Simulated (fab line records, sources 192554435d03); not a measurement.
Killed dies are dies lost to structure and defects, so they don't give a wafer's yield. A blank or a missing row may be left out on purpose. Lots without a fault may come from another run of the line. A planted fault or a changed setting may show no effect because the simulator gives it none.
Chamber matching | flow n5_finfet | N5_BEOL_M2_STRIP_36 on rie_diel-02: 4 sister chambers
The step strips in N2/H2. 18 wafers are shown with their chamber, then 9 later ones without.

WAFERS WITH THEIR CHAMBER
wafer  | chamber | drypump_motor_current_A (A) | showerhead_plenum_p_Torr (Torr) | throttle_valve_pct (%)
L075.1 | 3       | 6.1                         | 2.43                            | 24.14
L075.4 | 2       | 6.2                         | 2.64                            | 24.02
L075.5 | 0       | 5.9                         | 2.41                            | 23.90
L078.3 | 0       | 5.9                         | 2.41                            | 23.90
L078.5 | 0       | 5.9                         | 2.41                            | 23.89
L078.6 | 3       | 6.1                         | 2.43                            | 24.12
L081.1 | 3       | 6.1                         | 2.42                            | 24.12
L081.3 | 2       | 6.2                         | 2.63                            | 24.04
L081.5 | 0       | 5.9                         | 2.40                            | 23.90
L083.2 | 2       | 6.2                         | 2.63                            | 24.03
L083.5 | 0       | 5.9                         | 2.40                            | 23.91
L083.6 | 2       | 6.1                         | 2.63                            | 24.00
L085.1 | 2       | 6.1                         | 2.63                            | 24.02
L085.5 | 0       | 5.9                         | 2.40                            | 23.92
L085.6 | 2       | 6.2                         | 2.63                            | 24.05
L090.3 | 2       | 6.2                         | 2.62                            | 24.05
L090.5 | 1       | 5.0                         | 2.42                            | 23.67
L090.6 | 2       | 6.1                         | 2.62                            | 24.00

SIGNATURES (means of the wafers above)
reading                  | chamber 0 | chamber 1 | chamber 2 | chamber 3 | scatter within a chamber
drypump_motor_current_A  | 5.900     | 5.000     | 6.162     | 6.100     | 0.0366
showerhead_plenum_p_Torr | 2.4050    | 2.4200    | 2.6288    | 2.4267    | 0.006
throttle_valve_pct       | 23.9033   | 23.6700   | 24.0263   | 24.1267   | 0.016
Rule: a wafer's distance from a chamber is the root of the sum, over the readings, of the square of ((its reading less the chamber's mean) divided by the reading's scatter). The wafer belongs to the nearest chamber; if the next one is less than 2 further off, it can't be placed. The scatter: the root of (the sum of the squares of (reading less its chamber's mean) over the shown wafers, divided by (wafers less chambers)).

WAFERS WITHOUT THEIR CHAMBER
wafer  | drypump_motor_current_A (A) | showerhead_plenum_p_Torr (Torr) | throttle_valve_pct (%)
L091.2 | 6.1                         | 2.41                            | 24.18
L091.4 | 6.2                         | 2.62                            | 24.05
L091.5 | 5.0                         | 2.42                            | 23.66
L092.2 | 5.9                         | 2.39                            | 23.95
L092.3 | 6.1                         | 2.41                            | 24.14
L092.5 | 5.9                         | 2.39                            | 23.95
L097.1 | 5.0                         | 2.41                            | 23.66
L097.2 | 5.9                         | 2.39                            | 23.95
L097.3 | 6.2                         | 2.62                            | 24.07

WHICH CHAMBER EACH WENT THROUGH
wafer  | from the rows above | in truth
L091.2 | 3                   | 3
L091.4 | 2                   | 2
L091.5 | 1                   | 1
L092.2 | 0                   | 0
L092.3 | 3                   | 3
L092.5 | 0                   | 0
L097.1 | 1                   | 1
L097.2 | 0                   | 0
L097.3 | 2                   | 2
Placed correctly: 9 of 9. Can't be placed from these rows: 0. Placed wrongly: 0.
